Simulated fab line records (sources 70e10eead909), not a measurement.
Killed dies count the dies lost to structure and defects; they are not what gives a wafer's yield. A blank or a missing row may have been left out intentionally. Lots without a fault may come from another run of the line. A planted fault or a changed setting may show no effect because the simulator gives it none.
The tool behind it: which one? + flow nand_harc + 12 lots with 36 wafers sampled at 5 steps, on a route of 1302 steps

== WHAT THE GAUGES SHOWED, per wafer ==
NHARC_A_M0_INSPECT_27.
| lot  | measured     | on                | raw_defect_count |
|------|--------------|-------------------|------------------|
| L875 | day 23 09:13 | defect_inspect-01 | 502 625 616      |
| L876 | day 23 16:30 | defect_inspect-02 | 393 469 535      |
| L877 | day 23 17:34 | defect_inspect-01 | 377 348 322      |
| L878 | day 24 15:46 | defect_inspect-01 | 500 455 460      |
| L880 | day 25 05:11 | defect_inspect-01 | 720 599 417      |
| L881 | day 25 08:20 | defect_inspect-02 | 804 599 638      |
| L884 | day 26 18:46 | defect_inspect-01 | 430 468 525      |
| L883 | day 26 23:14 | defect_inspect-02 | 406 492 344      |
| L885 | day 27 08:22 | defect_inspect-01 | 304 509 372      |
| L894 | day 30 23:21 | defect_inspect-01 | 346 294 395      |
| L896 | day 32 04:26 | defect_inspect-01 | 734 761 753      |
| L897 | day 32 14:32 | defect_inspect-01 | 439 369 451      |

NHARC_END_SORT_01.
| lot  | measured     | on        | defect_limited_yield (%) | killed_at_array | killed_at_other | killed_at_periphery | killed_dies | killed_open | killed_short |
|------|--------------|-----------|--------------------------|-----------------|-----------------|---------------------|-------------|-------------|--------------|
| L884 | day 28 08:12 | prober-02 | 93.4 92.0 91.7           | 39 49 45        | 0 0 0           | 6 5 11              | 45 54 56    | 4 5 3       | 3 1 2        |
| L883 | day 28 14:19 | prober-01 | 0 0 0                    | 668 671 669     | 1 0 0           | 8 6 8               | 677 677 677 | 5 3 2       | 1 1 4        |
| L885 | day 29 00:48 | prober-02 | 0 0 0                    | 671 667 670     | 0 3 2           | 6 7 5               | 677 677 677 | 1 3 7       | 2 1 6        |
| L894 | day 32 17:46 | prober-01 | 94.5 95.9 95.1           | 33 23 30        | 2 2 1           | 2 3 2               | 37 28 33    | 5 1 2       | 3 2 1        |

== EACH LOT AND THE TOOL THAT RAN IT (in order: tool; ch and the chambers of the sampled wafers; start) ==
| lot  | NHARC_A_BLC_CMP_25            | NHARC_A_M0_DESCUM_14               | NHARC_A_M0_PVD_21            |
|------|-------------------------------|------------------------------------|------------------------------|
| L875 | cmp-02 ch 0,1,2, day 23 05:18 | rie_diel-01 ch 0,1,2, day 23 06:46 | pvd_sputter-02, day 23 07:54 |
| L876 | cmp-01 ch 1,2,3, day 23 12:21 | rie_diel-02 ch 1,2, day 23 13:48   | pvd_sputter-02, day 23 14:59 |
| L877 | cmp-02 ch 0,2,3, day 23 13:33 | rie_diel-02 ch 1,2,3, day 23 15:03 | pvd_sputter-02, day 23 16:14 |
| L878 | cmp-01 ch 0,1,3, day 24 11:50 | rie_diel-09 ch 0,3, day 24 13:18   | pvd_sputter-01, day 24 14:27 |
| L880 | cmp-02 ch 0,2,3, day 25 01:16 | rie_diel-01 ch 2,3, day 25 02:43   | pvd_sputter-01, day 25 03:52 |
| L881 | cmp-03 ch 2,3, day 25 04:22   | rie_diel-01 ch 0,1,2, day 25 05:52 | pvd_sputter-03, day 25 07:01 |
| L884 | cmp-03 ch 1,2,3, day 26 14:50 | rie_diel-02 ch 0,1, day 26 16:17   | pvd_sputter-01, day 26 17:28 |
| L883 | cmp-03 ch 1,2,3, day 26 19:17 | rie_diel-01 ch 0,1, day 26 20:39   | pvd_sputter-01, day 26 21:47 |
| L885 | cmp-01 ch 0,1,2, day 27 04:37 | rie_diel-02 ch 0,3, day 27 05:54   | pvd_sputter-01, day 27 07:04 |
| L894 | cmp-02 ch 1,2,3, day 30 19:24 | rie_diel-09 ch 0,2,3, day 30 20:52 | pvd_sputter-02, day 30 22:02 |
| L896 | cmp-01 ch 0,1,3, day 32 00:24 | rie_diel-02 ch 1,2,3, day 32 01:54 | pvd_sputter-01, day 32 03:02 |
| L897 | cmp-02 ch 0,2, day 32 10:25   | rie_diel-09 ch 0,1, day 32 12:01   | pvd_sputter-02, day 32 13:12 |
- NHARC_A_BLC_CMP_25: polishes, t overpolish 30 s, target thk 150 nm.
- NHARC_A_M0_DESCUM_14: chemistry O2, time 3 s.
- NHARC_A_M0_PVD_21: deposits Cu, target thk 30 nm, time 20.49 s.

== WHAT THE TOOLS THEMSELVES READ (means of the sampled wafers that have a number; where no wafer has one, the mark that the record gives instead) ==
NHARC_A_BLC_CMP_25.
| lot  | tool   | motor_current_A (A) | overpolish_run_s (s) | time_to_endpoint_s (s) |
|------|--------|---------------------|----------------------|------------------------|
| L875 | cmp-02 | 12.8                | 30.002               | 25.9                   |
| L876 | cmp-01 | 12.0                | 30.004               | 30.1                   |
| L877 | cmp-02 | 11.9                | 29.999               | 32.9                   |
| L878 | cmp-01 | 12.1                | 30.001               | 28.1                   |
| L880 | cmp-02 | 11.7                | 30.002               | 32.1                   |
| L881 | cmp-03 | 12.5                | 29.994               | 29.4                   |
| L884 | cmp-03 | 12.2                | 29.989               | 29.8                   |
| L883 | cmp-03 | 11.7                | 30.008               | 32.3                   |
| L885 | cmp-01 | 12.4                | 29.990               | 29.6                   |
| L894 | cmp-02 | 11.8                | 29.991               | 28.2                   |
| L896 | cmp-01 | 12.2                | 30.006               | 28.9                   |
| L897 | cmp-02 | 12.7                | 30.000               | 32.0                   |

NHARC_A_M0_DESCUM_14.
| lot  | tool        | drypump_motor_current_A (A) | oes_product_au (a.u.) | rf_vpp_V (V) | showerhead_plenum_p_Torr (Torr) | throttle_valve_pct (%) |
|------|-------------|-----------------------------|-----------------------|--------------|---------------------------------|------------------------|
| L875 | rie_diel-01 | 5.8                         | 1.004                 | 57.9         | 1.89                            | 11.310                 |
| L876 | rie_diel-02 | 5.6                         | 0.991                 | 57.7         | 1.87                            | 11.309                 |
| L877 | rie_diel-02 | 5.7                         | 1.004                 | 57.8         | 1.88                            | 11.316                 |
| L878 | rie_diel-09 | 5.5                         | 1.008                 | 57.6         | 1.89                            | 11.309                 |
| L880 | rie_diel-01 | 6.1                         | 0.990                 | 57.4         | 1.96                            | 11.321                 |
| L881 | rie_diel-01 | 5.8                         | 0.998                 | 58.1         | 1.89                            | 11.306                 |
| L884 | rie_diel-02 | 5.5                         | 1.001                 | 58.4         | 1.81                            | 11.311                 |
| L883 | rie_diel-01 | 6.2                         | 0.995                 | 56.8         | 1.91                            | 11.307                 |
| L885 | rie_diel-02 | 5.5                         | 1.004                 | 57.7         | 1.82                            | 11.303                 |
| L894 | rie_diel-09 | 5.7                         | 1.011                 | 58.5         | 1.92                            | 11.308                 |
| L896 | rie_diel-02 | 5.6                         | 0.995                 | 56.6         | 1.88                            | 11.311                 |
| L897 | rie_diel-09 | 5.1                         | 1.008                 | 58.0         | 1.97                            | 11.307                 |

NHARC_A_M0_PVD_21.
| lot  | tool           | cathode_dc_power_W (W) | chamber_pressure_pa (Pa) | substrate_temp_c (C) | throttle_valve_pct (%) |
|------|----------------|------------------------|--------------------------|----------------------|------------------------|
| L875 | pvd_sputter-02 | 4999.9                 | 4.999                    | 30.06                | 30.4                   |
| L876 | pvd_sputter-02 | 4999.8                 | 4.999                    | 30.07                | 30.7                   |
| L877 | pvd_sputter-02 | 5000.2                 | 5.009                    | 29.99                | 30.6                   |
| L878 | pvd_sputter-01 | 5000.1                 | 5.007                    | 29.95                | 29.9                   |
| L880 | pvd_sputter-01 | 4999.7                 | 4.995                    | 29.95                | 31.0                   |
| L881 | pvd_sputter-03 | 5000.5                 | 4.996                    | 30.18                | 29.1                   |
| L884 | pvd_sputter-01 | 5000.7                 | 5.002                    | 30.02                | 30.5                   |
| L883 | pvd_sputter-01 | -                      | -                        | -                    | -                      |
| L885 | pvd_sputter-01 | -                      | -                        | -                    | -                      |
| L894 | pvd_sputter-02 | 4999.4                 | 5.001                    | 30.07                | 30.7                   |
| L896 | pvd_sputter-01 | 4999.8                 | 5.003                    | 29.98                | 31.0                   |
| L897 | pvd_sputter-02 | 5000.3                 | 5.001                    | 29.97                | 31.2                   |

== THE ANSWER, worked out from the rows above alone ==
Rule: what is usual is taken from the lots themselves. The widest of any qualifying gaps counts: lots, ordered by their means at a reading, are off when they make up no more than a third of the lots, leave a main group of 4 or more, and stand apart from it by 3 or more times the standard deviation of that group's means. If all means in a main group match to the digits the tables above print for the reading, that group is not used. A lot without any number at a reading at which 4 lots or more have one is off too. Any other lot the step has rows for is counted as sound. The gauges are gone through in route order, then the tools' own readings, and for those a lot's mean is taken as printed above. The first step at which some lot is off is used, and at that step the reading that is off furthest; a lot without a number counts as furthest.
Off: L883, L885, at NHARC_A_M0_PVD_21 (cathode_dc_power_W). Without a number there: L883, L885. The main group has a mean of 5000.0 W with a standard deviation of 0.37.
If a tool, at that step or one of the process steps before it, ran each lot that is off and ran no sound lot following the first of them, it fits. Not one of the candidates tried fits.

== WHAT WAS PUT IN BY THE SIMULATOR ==
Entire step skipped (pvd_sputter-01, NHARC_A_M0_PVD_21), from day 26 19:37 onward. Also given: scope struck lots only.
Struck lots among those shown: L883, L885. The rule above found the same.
